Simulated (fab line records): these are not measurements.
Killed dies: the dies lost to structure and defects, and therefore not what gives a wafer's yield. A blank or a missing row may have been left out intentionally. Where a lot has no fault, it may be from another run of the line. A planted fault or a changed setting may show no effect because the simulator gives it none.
Comparing a struck lot with a sound one	flow n5 finfet	27 out of 1938 route steps
Sound: the wafers L867.2, L867.4, L867.5. Struck: wafers L866.2, L866.3, L866.6. The cause is named last.
Per side, at each step with rows, come the tool, then ch with its chambers, and then its first start. Under that, the readings that differ: sound wafers	struck wafers	difference of the means	sigmas: that difference in standard deviations of wafers without a fault.
alike: words and numbers the same on both sides, and readings whose means are apart by under 2 such deviations; not compared: readings that were withheld, readings missing a value for some wafer, numbers with overlapping values and no deviation given by the record, and bounds like >300 which may hide the same value.
Wherever a step has rows on one side only, a row that says differs or no value, or a row with sigmas, the two part there. When numbers do not overlap yet have no deviation, they are printed without sigmas and do not part them. A reading missing from all wafers of one side parts the sides only when that side holds two or more wafers.

first, 4 steps without rows for these wafers: N5_BEOL_M0_WET_ETCH_106 (etches SiO2 in DHF, target depth 130 nm, rinse time 30 s); N5_BEOL_M0_ETCH_128 (etches SiCN in CF4/N2, target depth 12 nm, overetch 5.1 nm, time 21.4 s); N5_BEOL_M0_TRENCH_ETCH_107 (etches SiOC in C4F6/O2, target depth 32.8 nm, time 16.4 s); N5_BEOL_M0_STRIP_142 (strips in N2/H2, time 10 s).
N5_BEOL_M0_OCD_MEAS_108:
  sound on ocd-02, day 11 04:08; struck on ocd-02, day 10 21:57
  alike: trench depth nm
then, 5 steps without rows for these wafers: N5_BEOL_M0_HM_STRIP_129 (strips TiN in peroxide tin strip, target depth 17 nm, time 108 s); N5_BEOL_M0_SRD_130 (time 30 s); N5_BEOL_M0_ETCH_109 (etches SiCN in CH3F/O2, target depth 8 nm, overetch 2.4 nm, time 27.4 s); N5_BEOL_M0_STRIP_139 (strips in post etch residue remover, time 60 s); N5_BEOL_M0_SRD_111 (time 30 s).
N5_BEOL_M0_DEGAS_112: time 60 s.
  sound on pvd sputter-01, day 11 04:53; struck on pvd sputter-03, day 10 23:11
  alike: heater power w
then, 1 step without rows for these wafers: N5_BEOL_M0_PRE_CLEAN_113 (time 30 s).
N5_BEOL_M0_ALD_136: deposits TaN, pulse time 2 s, purge time 3 s, co reactant purge time 2 s.
  sound on ald metal-03 ch 0,1,2, day 11 05:01; struck on ald metal-04 ch 0,1,2, day 10 23:17
  no value came back on the struck wafers for ald cycles, chamber pressure Torr (Torr), heater power w (W), precursor vessel temp c (C); on the sound wafers ald cycles reads 30 30 30
then, 2 steps without rows for these wafers: N5_BEOL_M0_SURFACE_TREAT_137; N5_BEOL_M0_CVD_115 (deposits Co from CCTBA/H2, time 120 s).
N5_BEOL_M0_SPUTTER_116: material Cu, target thk 4 nm, time 7.37 s.
  sound on pvd sputter-01, day 11 05:31; struck on pvd sputter-03, day 10 23:59
  alike: throttle valve pct
then, 1 step without rows for these wafers: N5_BEOL_M0_ANNEAL_117 (time 60 s).
N5_BEOL_M0_SPUTTER_132: material Cu, target thk 4 nm, time 7.37 s.
  sound on pvd sputter-01, day 11 05:38; struck on pvd sputter-03, day 11 00:06
  alike: throttle valve pct
N5_BEOL_M0_ANNEAL_133: time 60 s.
  sound on pvd sputter-01, day 11 05:43; struck on pvd sputter-03, day 11 00:11
  alike: heater power w
then, 4 steps without rows for these wafers: N5_BEOL_M0_SPUTTER_134 (material Cu, target thk 4 nm, time 7.37 s); N5_BEOL_M0_ANNEAL_135 (time 60 s); N5_BEOL_M0_SPUTTER_141 (material Cu, target thk 4 nm, time 7.37 s); N5_BEOL_M0_ECD_118 (material Cu, target thk 300 nm).
N5_BEOL_M0_ANNEAL_119: time 90 s.
  sound on rtp anneal-02 ch 0, day 11 06:37; struck on rtp anneal-01 ch 0, day 11 00:35
  alike: wafer_temp_C_max
N5_BEOL_M0_CMP_120: polishes, stops on SiOC, t overpolish 6.9 s.
  sound on cmp-04 ch 0,2, day 11 06:53; struck on cmp-03 ch 1,2,3, day 11 00:52
reading	sound	struck	difference	sigmas
barrier field endpoint s (s)	3.95 3.72 3.56	1.92 1.88 1.69	-1.91	-13
  alike: motor current A, slurry filter dp kPa
N5_BEOL_M4_RC_MEAS_101:
  the record has rows for the sound wafers here (prober-02 ch 0, day 13 08:05) and none for the struck ones
-- the record jumps here: 7 days lie between the struck wafers' starts before and after (it left off in module BEOL_M4 and takes up again in module PASSIVATION, whose first step shown is number 1936 of the route) --
N5_PASSIVATION_PROBE_49:
  sound on prober-01, day 17 16:30; struck on prober-01, day 18 03:04
reading	sound	struck	difference	sigmas
defect limited yield (%)	90.7	0 0 0	-91	-65
killed_at_M0_to_M3	48	1113 1098 1110	+1059	+99 or more
killed dies	110	1180 1180 1180	+1070	+63
killed on rim	17	152 152 152	+135	+35
sort_bin_5_function (%)	6.4	96.4 96.7 96.5	+90.1	+90
sort n pass	1070	0 0 0	-1070	-63
sort yield pct (%)	90.7	0 0 0	-91	-65
  alike: killed_at_M4_up, killed at contacts, killed at front end, killed at other, killed open, killed short, sort_bin_6_memory, sort_bin_8_speed

WHERE THEY PART
Last at N5_PASSIVATION_PROBE_49 as far as this record goes, first at N5_BEOL_M0_ALD_136.

WHY: the cause the simulator had injected
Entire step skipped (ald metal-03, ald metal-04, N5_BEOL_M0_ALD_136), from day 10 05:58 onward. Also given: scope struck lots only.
